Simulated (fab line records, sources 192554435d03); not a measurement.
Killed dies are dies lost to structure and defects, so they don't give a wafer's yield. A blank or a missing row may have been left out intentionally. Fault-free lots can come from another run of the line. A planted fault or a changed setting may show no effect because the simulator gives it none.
fab line records -- flow n5_finfet
record: lots: 5, wafers: 12, last_day: 17
route steps=1938 shown BEOL_M0_CUTY@711 BEOL_M0@715 BEOL_M4@1111
lots that met no fault: taken from a fault-free run of the same line
start_h: the number of hours between the record's first day and the start of the first shown wafer of the lot -- wait_h: hours elapsed since this lot's preceding step -- " the same as in the row above -- L1.1+2: several wafers, shown together as one row -- - no value, or no start given -- * or withheld: withheld -- < > ~ a bound
route shown NAME@n: names a module that has steps shown in the file, with the first one's number in the route -- usual: mean/standard deviation taken from wafers without a fault -- same: alike in all rows -- chamber/n: place in a boat -- sites: per-site readings -- _std_site: how widely they spread, as a standard deviation -- _edge_site: the outer-site mean with the inner-site mean subtracted -- radius_mm: how far each site lies from the wafer's centre -- mask NAME#n: copy n -- behind: the most recent tool/chamber to have shaped the wafer -- hold: what put the lot on hold/how long, in hours/how the hold closed -- device: names the non-switching transistor (n, p or np) -- end of line: the route-end tests of the same wafers -- for a step that has no rows: nothing shown but its recipe -- killed: at the first sort, the dies lost to defects and structure; wafer yield is something else -- map: a wafer's dies, marking killed ones x, the rest . and places with no die _
set.NAME: the setting the step ran with; set.NAME@STEP: the setting that earlier step ran with -- model.NAME: the simulator's own value behind a step, which no gauge read
certain route steps with their lots: each step a table, each wafer a row
services: a tool's chamber out of use, with start hour (start_h, from the record's first day; less than 0 if before it), hours out, and reason
== steps ==
step: N5_BEOL_M0_CUTY_DESCUM_61
recipe: chemistry: O2, time_s: 7.9, source_power_w: 50, bias_power_w: 20, pressure_mtorr: 20, rf_frequency_hz: 2.712e+07, temp_c: 40, resist: CAR-ArF-block, o2_flow_sccm: 225
step: N5_BEOL_M0_CUTY_ETCH_62
recipe: chemistry: CF4, target: SiARC, mask_material: CAR-ArF-block, time_s: 58.5, ion_energy_ev: 80, pressure_mtorr: 40, source_w: 545, bias_w: 36, Ar_flow_sccm: 100, cf4_flow_sccm: 100, ends: cleared
step: N5_BEOL_M0_CUTY_ETCH_63
recipe: chemistry: N2/H2, target: SOC, target_depth_a: 827, overetch_a: 165, mask_material: SiARC, temp_c: 40, ion_energy_ev: 200, time_s: 124, pressure_mtorr: 30, source_w: 840, bias_w: 150, n2_flow_sccm: 200, h2_flow_sccm: 200
step: N5_BEOL_M0_CUTY_STRIP_64
recipe: chemistry: N2/H2, temp_c: 40, n2_flow_sccm: 200, h2_flow_sccm: 200, rf_frequency_hz: 6e+07
step: N5_BEOL_M0_ETCH_138
recipe: chemistry: CH3F/O2, target_depth_a: 120, target: SiCN, time_s: 31.6, ion_energy_ev: 120, pressure_mtorr: 30, source_w: 395, bias_w: 75, Ar_flow_sccm: 150, CH3F_flow_sccm: 30, O2_flow_sccm: 20, ends: cleared
step: N5_BEOL_M0_HM_OPEN_105
recipe: chemistry: Cl2/BCl3, target_depth_a: 120, target: TiN, ion_energy_ev: 150, pressure_mtorr: 10, icp_w: 1000, bias_w: 126, Cl2_flow_sccm: 53.25, bcl3_flow_sccm: 21.75, Ar_flow_sccm: 25
step: N5_BEOL_M0_STRIP_140
recipe: chemistry: CF4, resist: SiARC, power_w: 300, bias_power_w: 75, pressure_mtorr: 50, cf4_flow_sccm: 150, rf_frequency_hz: 6e+07
step: N5_BEOL_M0_STRIP_104
recipe: chemistry: N2/H2, power_w: 450, temp_c: 40, pressure_mtorr: 20, rf_frequency_hz: 6e+07, overash_fraction: 0.3, bias_power_w: 7, h2_frac: 0.5, n2_flow_sccm: 200, h2_flow_sccm: 200
step: N5_BEOL_M0_WET_ETCH_106
recipe: chemistry: DHF, dilution: 10:1, temp_c: 25, target: SiO2, target_depth_a: 1300, dry: ipa_marangoni, rinse_time_s: 30, rinse_temp_c: 23
step: N5_BEOL_M0_ETCH_128
recipe: chemistry: CF4/N2, target_depth_a: 120, overetch_a: 51, target: SiCN, time_s: 21.4, ion_energy_ev: 150, pressure_mtorr: 40, source_w: 430, bias_w: 70, Ar_flow_sccm: 100, cf4_flow_sccm: 60, n2_flow_sccm: 60
usual: bias_w: 69.97/0.21, drypump_motor_current_A: 5.8/0.46, oes_product_au: 0.54/0.063, rf_vpp_V: 383.1/2.2, showerhead_plenum_p_Torr: 2.23/0.081, throttle_valve_pct: 15.43/0.27
lot.wafer,tool,chamber,start_h,wait_h,bias_w,drypump_motor_current_A,oes_product_au,rf_hours_counter_h,rf_vpp_V,showerhead_plenum_p_Torr,throttle_valve_pct,model.TiN_of_BEOL_M0_SAQP_HM_DEP_02.thk_nm
L403.4,rie_diel-02,2,177.44,0.3,70.16,5.9,0.50,192,384.1,2.28,15.38,11.2
L403.5,rie_diel-02,0,177.44,0.3,69.93,6.4,0.46,-,382.3,2.19,15.27,10.6
L404.5,rie_diel-02,3,183.58,0.1,69.86,5.8,0.42,-,380.7,2.17,15.53,10.4
L404.6,rie_diel-02,0,183.58,0.1,69.98,6.4,0.52,-,381.5,2.19,15.26,11
L408.2,rie_diel-02,3,202.89,0.0,70.10,5.7,0.42,243,381.2,2.17,15.55,10.4
L408.5,rie_diel-02,3,202.89,0.0,70.12,5.7,0.42,-,381.4,2.17,15.55,10.6
L413.2,rie_diel-05,3,237.87,0.5,70.07,4.8,0.48,218,385.1,2.27,15.60,10.8
L413.3,rie_diel-05,2,237.87,0.5,70.02,5.5,0.59,32,385.2,2.34,15.26,10.8
L413.5,rie_diel-05,1,237.87,0.5,69.87,5.2,0.56,-,382.7,2.23,15.68,10.8
L416.1,rie_diel-02,1,257.50,0.0,69.88,6.6,0.54,108,384.5,2.31,15.20,10.8
L416.2,rie_diel-02,0,257.50,0.0,70.19,6.4,0.49,202,381.5,2.18,15.32,10.8
L416.6,rie_diel-02,2,257.50,0.0,69.96,5.9,0.49,-,384.2,2.27,15.45,11
step: N5_BEOL_M0_TRENCH_ETCH_107
recipe: chemistry: C4F6/O2, target_depth_a: 328, target: SiOC, time_s: 16.4, ion_energy_ev: 250, pressure_mtorr: 30, source_w: 355, bias_w: 185, Ar_flow_sccm: 300, C4F6_flow_sccm: 10, O2_flow_sccm: 10
usual: C4F6_flow_sccm: 10.000/0.027, bias_w: 185.1/0.53, drypump_motor_current_A: 5.8/0.46, oes_ar_750_au: 0.79/0.092, oes_product_au: 0.79/0.098, rf_vpp_V: 670/7.3, showerhead_plenum_p_Torr: 2.88/0.1, throttle_valve_pct: 20.84/0.27
lot.wafer,tool,chamber,start_h,wait_h,C4F6_flow_sccm,bias_w,drypump_motor_current_A,oes_ar_750_au,oes_product_au,rf_hours_counter_h,rf_vpp_V,showerhead_plenum_p_Torr,throttle_valve_pct,model.TiN_of_BEOL_M0_SAQP_HM_DEP_02.thk_nm
L403.4,rie_diel-02,2,177.48,0.0,10.026,185.0,5.9,0.74,0.73,192,679,2.93,20.76,9.8
L403.5,rie_diel-02,0,177.48,0.0,9.998,184.7,6.4,0.75,0.75,-,670,2.84,20.62,9.2
L404.5,rie_diel-02,3,183.61,0.0,10.042,183.9,5.8,0.67,0.67,-,671,2.80,20.89,9.2
L404.6,rie_diel-02,0,183.61,0.0,10.006,186.0,6.4,0.75,0.74,-,672,2.83,20.64,9.6
L408.2,rie_diel-02,3,202.94,0.0,9.980,185.2,5.8,0.67,0.66,243,670,2.80,20.89,9.2
L408.5,rie_diel-02,3,202.94,0.0,10.026,185.2,5.7,0.66,0.67,-,671,2.80,20.88,9.2
L413.2,rie_diel-05,3,237.91,0.0,10.009,185.1,4.8,0.69,0.68,218,671,2.93,20.91,9.6
L413.3,rie_diel-05,2,237.91,0.0,10.041,184.8,5.5,0.85,0.86,32,670,3.01,20.72,9.6
L413.5,rie_diel-05,1,237.91,0.0,10.016,185.3,5.2,0.79,0.80,-,683,2.87,21.14,9.4
L416.1,rie_diel-02,1,257.54,0.0,10.015,185.2,6.6,0.79,0.78,108,668,2.97,20.57,9.4
L416.2,rie_diel-02,0,257.54,0.0,10.032,185.0,6.4,0.73,0.72,202,671,2.82,20.67,9.6
L416.6,rie_diel-02,2,257.54,0.0,10.005,185.0,5.9,0.71,0.70,-,679,2.92,20.79,9.6
step: N5_BEOL_M0_STRIP_142
recipe: chemistry: N2/H2, time_s: 10, power_w: 450, temp_c: 40, pressure_mtorr: 20, rf_frequency_hz: 6e+07, bias_power_w: 7, n2_flow_sccm: 200, h2_flow_sccm: 200
step: N5_BEOL_M4_RC_MEAS_101
usual: DIBL_N: 35.9/1.4, DIBL_P: 35.9/1.7, IOFF_N: 0.155/0.023, IOFF_P: 0.201/0.029, ION_N: 672/8.8, ION_P: 460/7, SS_N: 71.6/0.48, SS_P: 73.1/0.64, VT_N: 250.0/3, VT_P: -251.6/3
lot.wafer,tool,chamber,start_h,wait_h,DIBL_N[mV/V],DIBL_P[mV/V],IOFF_N[nA/um],IOFF_P[nA/um],ION_N[uA/um],ION_P[uA/um],SS_N[mV/dec],SS_P[mV/dec],VT_N[mV],VT_P[mV]
L403.4,prober-02,0,234.46,0.5,33.1,31.8,0.114,0.162,657,454,71.0,72.5,251.4,-253.1
L403.5,prober-02,0,234.46,0.5,35.3,34.6,0.157,0.205,674,459,71.5,73.1,247.7,-252.2
L404.5,prober-01,0,244.44,0.6,35.2,35.1,0.134,0.179,661,460,70.8,72.5,250.9,-252.3
L404.6,prober-01,0,244.44,0.6,36.2,36.6,0.152,0.203,666,455,71.4,72.5,253.6,-251.7
L408.2,prober-01,0,252.21,0.2,36.8,36.7,0.185,0.249,686,468,71.7,73.3,244.7,-246.1
L408.5,prober-01,0,252.21,0.2,36.7,36.6,0.183,0.241,679,472,72.0,72.8,245.7,-248.7
L413.2,prober-01,0,287.10,0.2,34.0,34.7,0.131,0.174,676,460,71.5,72.6,251.9,-253.8
L413.3,prober-01,0,287.10,0.2,35.0,36.3,0.146,0.193,669,458,71.9,73.5,250.7,-253.0
L413.5,prober-01,0,287.10,0.2,34.5,34.6,0.133,0.170,661,452,71.6,72.5,252.8,-253.6
L416.1,prober-01,0,305.76,0.2,36.1,34.9,0.146,0.175,668,452,71.7,73.5,250.2,-255.3
L416.2,prober-01,0,305.76,0.2,34.4,33.7,0.118,0.161,665,456,71.0,73.4,254.4,-255.5
L416.6,prober-01,0,305.76,0.2,35.7,35.3,0.139,0.182,662,452,71.7,73.2,252.2,-253.5
== services ==
tool,chamber,start_h,hours,kind
rie_diel-02,3,221.54,-,clean
rie_diel-02,3,221.54,-,consumable_replace:focus_ring
== key ==
first_sign: step: N5_BEOL_M0_ETCH_128, reading: oes_product_au, direction: down, sigmas: 1.8, usual: 0.54, struck: 0.43
effect none on later readings
model_effect: step: N5_BEOL_M0_ETCH_128, value: TiN_of_BEOL_M0_SAQP_HM_DEP_02.thk_nm, without: 10.9, struck: 10.5
model_effect: step: N5_BEOL_M0_TRENCH_ETCH_107, value: TiN_of_BEOL_M0_SAQP_HM_DEP_02.thk_nm, without: 9.6, struck: 9.2
met_at N5_BEOL_M0_ETCH_128
struck_wafers L403.5,L404.5,L408.2,L408.5
fault: kind: process_parameter_drift, tool: rie_diel-02, chamber: -, onset_h: 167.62, steps: N5_BEOL_M0_ETCH_128, channel: time_s, offset: *, shape: step, end_h: 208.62, scope: struck_wafers_only, acts_in: *, stated: *
